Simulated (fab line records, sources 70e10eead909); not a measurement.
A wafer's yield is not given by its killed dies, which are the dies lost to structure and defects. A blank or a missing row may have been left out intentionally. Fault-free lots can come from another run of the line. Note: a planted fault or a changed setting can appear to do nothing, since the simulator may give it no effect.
Which tool is to blame? :: flow nandHarc :: Sampling: 13 lots, 39 wafers, 5 of 1159 route steps

WHAT THE GAUGES READ, wafer by wafer
NHARC_THIN_TSV_THK_MEAS_02: measures by ir.
lot: L795
measured: day 19 00:09
on: filmMetro-01
thkNm (nm): 2762 3302 2850

lot: L797
measured: day 19 14:07
on: filmMetro-01
thkNm (nm): 3185 2917 2926

lot: L799
measured: day 19 15:18
on: filmMetro-02
thkNm (nm): 2809 2857 2962

lot: L798
measured: day 19 21:35
on: filmMetro-02
thkNm (nm): 2598 2816 2881

lot: L801
measured: day 20 04:17
on: filmMetro-02
thkNm (nm): 2880 2648 2882

lot: L802
measured: day 20 05:29
on: filmMetro-02
thkNm (nm): 3124 3082 3053

lot: L800
measured: day 20 06:41
on: filmMetro-01
thkNm (nm): 2886 3039 3063

lot: L804
measured: day 21 00:43
on: filmMetro-01
thkNm (nm): 2812 3250 2737

lot: L803
measured: day 21 01:56
on: filmMetro-02
thkNm (nm): 2852 3175 2775

lot: L805
measured: day 21 03:07
on: filmMetro-01
thkNm (nm): 2862 3070 3063

lot: L807
measured: day 21 11:26
on: filmMetro-02
thkNm (nm): 2882 2997 3040

lot: L815
measured: day 23 16:00
on: filmMetro-01
thkNm (nm): 2910 2796 2881

lot: L817
measured: day 23 20:10
on: filmMetro-01
thkNm (nm): 2883 2957 3317

NHARC_END_SORT_01.
lot: L805
measured: day 22 00:38
on: prober-02
killedAtArray: 114 103 100
killedAtOther: 0 0 0
killedAtPeriphery: 4 5 4
killedDies: 118 108 104
killedOpen: 3 4 4
killedShort: 3 1 0

lot: L807
measured: day 22 09:11
on: prober-02
killedAtArray: 133 124 120
killedAtOther: 0 0 0
killedAtPeriphery: 1 4 1
killedDies: 134 128 121
killedOpen: 3 3 2
killedShort: 2 2 2

EACH LOT AND THE TOOL THAT RAN IT (in order: tool; ch and the chambers of the sampled wafers; start)
lot: L795
NHARC_A_CONTACT_ETCH_98: rieDiel-03 ch 0,1,2, day 17 01:56
NHARC_THIN_TSV_PVD_51: pvdSputter-01, day 19 05:08 or earlier
NHARC_THIN_TSV_ANNEAL_52: rtpAnneal-01 ch 0, day 19 05:08

lot: L797
NHARC_A_CONTACT_ETCH_98: rieDiel-12 ch 0,1,3, day 17 22:22
NHARC_THIN_TSV_PVD_51: pvdSputter-03, day 19 19:42 or earlier
NHARC_THIN_TSV_ANNEAL_52: rtpAnneal-01 ch 0, day 19 19:42

lot: L799
NHARC_A_CONTACT_ETCH_98: rieDiel-03 ch 0,2,3, day 18 02:53
NHARC_THIN_TSV_PVD_51: pvdSputter-01, day 19 20:39 or earlier
NHARC_THIN_TSV_ANNEAL_52: rtpAnneal-01 ch 0, day 19 20:39

lot: L798
NHARC_A_CONTACT_ETCH_98: rieDiel-03 ch 0,2,3, day 18 08:08
NHARC_THIN_TSV_PVD_51: pvdSputter-01, day 20 03:07 or earlier
NHARC_THIN_TSV_ANNEAL_52: rtpAnneal-01 ch 0, day 20 03:07

lot: L801
NHARC_A_CONTACT_ETCH_98: rieDiel-08 ch 0,2,3, day 18 18:11
NHARC_THIN_TSV_PVD_51: pvdSputter-01, day 20 09:43 or earlier
NHARC_THIN_TSV_ANNEAL_52: rtpAnneal-02 ch 0, day 20 09:43

lot: L802
NHARC_A_CONTACT_ETCH_98: rieDiel-08 ch 1,2,3, day 18 20:41
NHARC_THIN_TSV_PVD_51: pvdSputter-02, day 20 10:58 or earlier
NHARC_THIN_TSV_ANNEAL_52: rtpAnneal-02 ch 0, day 20 10:58

lot: L800
NHARC_A_CONTACT_ETCH_98: rieDiel-12 ch 0,1, day 18 23:37
NHARC_THIN_TSV_PVD_51: pvdSputter-02, day 20 12:40 or earlier
NHARC_THIN_TSV_ANNEAL_52: rtpAnneal-02 ch 0, day 20 12:40

lot: L804
NHARC_A_CONTACT_ETCH_98: rieDiel-08 ch 0,2,3, day 19 08:25
NHARC_THIN_TSV_PVD_51: pvdSputter-01, day 21 06:10 or earlier
NHARC_THIN_TSV_ANNEAL_52: rtpAnneal-01 ch 0, day 21 06:10

lot: L803
NHARC_A_CONTACT_ETCH_98: rieDiel-12 ch 0,1, day 19 08:49
NHARC_THIN_TSV_PVD_51: pvdSputter-01, day 21 07:20 or earlier
NHARC_THIN_TSV_ANNEAL_52: rtpAnneal-02 ch 0, day 21 07:20

lot: L805
NHARC_A_CONTACT_ETCH_98: rieDiel-08 ch 0,2, day 19 13:46
NHARC_THIN_TSV_PVD_51: pvdSputter-02, day 21 08:23 or earlier
NHARC_THIN_TSV_ANNEAL_52: rtpAnneal-02 ch 0, day 21 08:23

lot: L807
NHARC_A_CONTACT_ETCH_98: rieDiel-08 ch 0,1,2, day 20 04:24
NHARC_THIN_TSV_PVD_51: pvdSputter-03, day 21 16:29 or earlier
NHARC_THIN_TSV_ANNEAL_52: rtpAnneal-02 ch 0, day 21 16:29

lot: L815
NHARC_A_CONTACT_ETCH_98: rieDiel-03 ch 0,1,2, day 22 02:13
NHARC_THIN_TSV_PVD_51: pvdSputter-03, day 23 21:20 or earlier
NHARC_THIN_TSV_ANNEAL_52: rtpAnneal-01 ch 0, day 23 21:20

lot: L817
NHARC_A_CONTACT_ETCH_98: rieDiel-03 ch 0,1,2, day 22 05:46
NHARC_THIN_TSV_PVD_51: pvdSputter-02, day 24 01:22 or earlier
NHARC_THIN_TSV_ANNEAL_52: rtpAnneal-02 ch 0, day 24 01:22
- NHARC_A_CONTACT_ETCH_98: etches the open film in C4F6/O2, target depth 20 nm, time 10 s.
- NHARC_THIN_TSV_PVD_51: deposits Cu, target thk 100 nm.
- NHARC_THIN_TSV_ANNEAL_52: time 90 s.

AS READ BY THE TOOLS THEMSELVES (means over the sampled wafers that have a number; for cases with no such wafer, the mark the record gives instead)
NHARC_A_CONTACT_ETCH_98.
lot: L795
tool: rieDiel-03
drypumpMotorCurrentA (A): 6.0
oesProductAu (a.u.): 0.937
rfVppV (V): 546
showerheadPlenumPTorr (Torr): 3.89
throttleValvePct (%): 26.912

lot: L797
tool: rieDiel-12
drypumpMotorCurrentA (A): 6.0
oesProductAu (a.u.): 0.976
rfVppV (V): 547
showerheadPlenumPTorr (Torr): 3.94
throttleValvePct (%): 26.898

lot: L799
tool: rieDiel-03
drypumpMotorCurrentA (A): 6.3
oesProductAu (a.u.): 0.942
rfVppV (V): 545
showerheadPlenumPTorr (Torr): 3.82
throttleValvePct (%): 26.905

lot: L798
tool: rieDiel-03
drypumpMotorCurrentA (A): 6.3
oesProductAu (a.u.): 0.958
rfVppV (V): 545
showerheadPlenumPTorr (Torr): 3.82
throttleValvePct (%): 26.902

lot: L801
tool: rieDiel-08
drypumpMotorCurrentA (A): 5.5
oesProductAu (a.u.): 0.962
rfVppV (V): 543
showerheadPlenumPTorr (Torr): 3.80
throttleValvePct (%): 26.901

lot: L802
tool: rieDiel-08
drypumpMotorCurrentA (A): 5.5
oesProductAu (a.u.): 1.015
rfVppV (V): 543
showerheadPlenumPTorr (Torr): 3.75
throttleValvePct (%): 26.911

lot: L800
tool: rieDiel-12
drypumpMotorCurrentA (A): 6.1
oesProductAu (a.u.): 1.012
rfVppV (V): 546
showerheadPlenumPTorr (Torr): 3.93
throttleValvePct (%): 26.903

lot: L804
tool: rieDiel-08
drypumpMotorCurrentA (A): 5.5
oesProductAu (a.u.): 1.000
rfVppV (V): 544
showerheadPlenumPTorr (Torr): 3.79
throttleValvePct (%): 26.896

lot: L803
tool: rieDiel-12
drypumpMotorCurrentA (A): 6.0
oesProductAu (a.u.): 0.966
rfVppV (V): 548
showerheadPlenumPTorr (Torr): 3.99
throttleValvePct (%): 26.903

lot: L805
tool: rieDiel-08
drypumpMotorCurrentA (A): 5.8
oesProductAu (a.u.): 0.967
rfVppV (V): 544
showerheadPlenumPTorr (Torr): 3.78
throttleValvePct (%): 26.906

lot: L807
tool: rieDiel-08
drypumpMotorCurrentA (A): 5.8
oesProductAu (a.u.): 0.966
rfVppV (V): 545
showerheadPlenumPTorr (Torr): 3.85
throttleValvePct (%): 26.911

lot: L815
tool: rieDiel-03
drypumpMotorCurrentA (A): 6.0
oesProductAu (a.u.): 0.951
rfVppV (V): 546
showerheadPlenumPTorr (Torr): 3.88
throttleValvePct (%): 26.909

lot: L817
tool: rieDiel-03
drypumpMotorCurrentA (A): 6.0
oesProductAu (a.u.): 0.950
rfVppV (V): 547
showerheadPlenumPTorr (Torr): 3.88
throttleValvePct (%): 26.908

NHARC_THIN_TSV_PVD_51.
lot: L795
tool: pvdSputter-01
throttleValvePct (%): 29.4

lot: L797
tool: pvdSputter-03
throttleValvePct (%): 29.6

lot: L799
tool: pvdSputter-01
throttleValvePct (%): 29.6

lot: L798
tool: pvdSputter-01
throttleValvePct (%): 29.8

lot: L801
tool: pvdSputter-01
throttleValvePct (%): 29.6

lot: L802
tool: pvdSputter-02
throttleValvePct (%): 29.8

lot: L800
tool: pvdSputter-02
throttleValvePct (%): 29.7

lot: L804
tool: pvdSputter-01
throttleValvePct (%): 29.5

lot: L803
tool: pvdSputter-01
throttleValvePct (%): 29.4

lot: L805
tool: pvdSputter-02
throttleValvePct (%): 29.4

lot: L807
tool: pvdSputter-03
throttleValvePct (%): 30.5

lot: L815
tool: pvdSputter-03
throttleValvePct (%): 30.3

lot: L817
tool: pvdSputter-02
throttleValvePct (%): 29.9

NHARC_THIN_TSV_ANNEAL_52.
lot: L795
tool: rtpAnneal-01
annealTempCMax: 226.32
wafer_temp_C_max: 226.8

lot: L797
tool: rtpAnneal-01
annealTempCMax: 226.19
wafer_temp_C_max: 226.5

lot: L799
tool: rtpAnneal-01
annealTempCMax: 226.23
wafer_temp_C_max: 226.9

lot: L798
tool: rtpAnneal-01
annealTempCMax: 226.50
wafer_temp_C_max: 226.1

lot: L801
tool: rtpAnneal-02
annealTempCMax: 226.15
wafer_temp_C_max: 226.3

lot: L802
tool: rtpAnneal-02
annealTempCMax: 226.03
wafer_temp_C_max: 226.6

lot: L800
tool: rtpAnneal-02
annealTempCMax: 225.93
wafer_temp_C_max: 226.5

lot: L804
tool: rtpAnneal-01
annealTempCMax: 226.25
wafer_temp_C_max: 226.4

lot: L803
tool: rtpAnneal-02
annealTempCMax: 226.15
wafer_temp_C_max: 226.1

lot: L805
tool: rtpAnneal-02
annealTempCMax: 226.14
wafer_temp_C_max: 226.0

lot: L807
tool: rtpAnneal-02
annealTempCMax: 226.18
wafer_temp_C_max: 226.3

lot: L815
tool: rtpAnneal-01
annealTempCMax: 226.36
wafer_temp_C_max: 226.7

lot: L817
tool: rtpAnneal-02
annealTempCMax: 226.44
wafer_temp_C_max: 226.6

THE ANSWER, worked out from the rows above alone
Rule: the lots themselves supply what counts as usual. Put in order of their means at a reading, lots are off if they are a third of the lots or fewer, leave a main group of 4 or more, and stand apart from it by a gap of 3 or more times the standard deviation of the main group's means; of several such gaps the widest counts. A main group is skipped when, at the precision printed for the reading in the tables above, its means are all equal. Also off: a lot with no number at a reading for which 4 or more lots have one. Where the step has rows for the other lots, those lots are counted as sound. Order of review: gauges by route order, followed by the tools' own readings, for which a lot's mean as printed above is used. The first step at which some lot is off is used, and at that step the reading that is off furthest; a lot without a number counts as furthest.
Across all readings shown, no lot is off: no conclusion can be drawn from this.

WHAT HAD BEEN PUT IN BY THE SIMULATOR
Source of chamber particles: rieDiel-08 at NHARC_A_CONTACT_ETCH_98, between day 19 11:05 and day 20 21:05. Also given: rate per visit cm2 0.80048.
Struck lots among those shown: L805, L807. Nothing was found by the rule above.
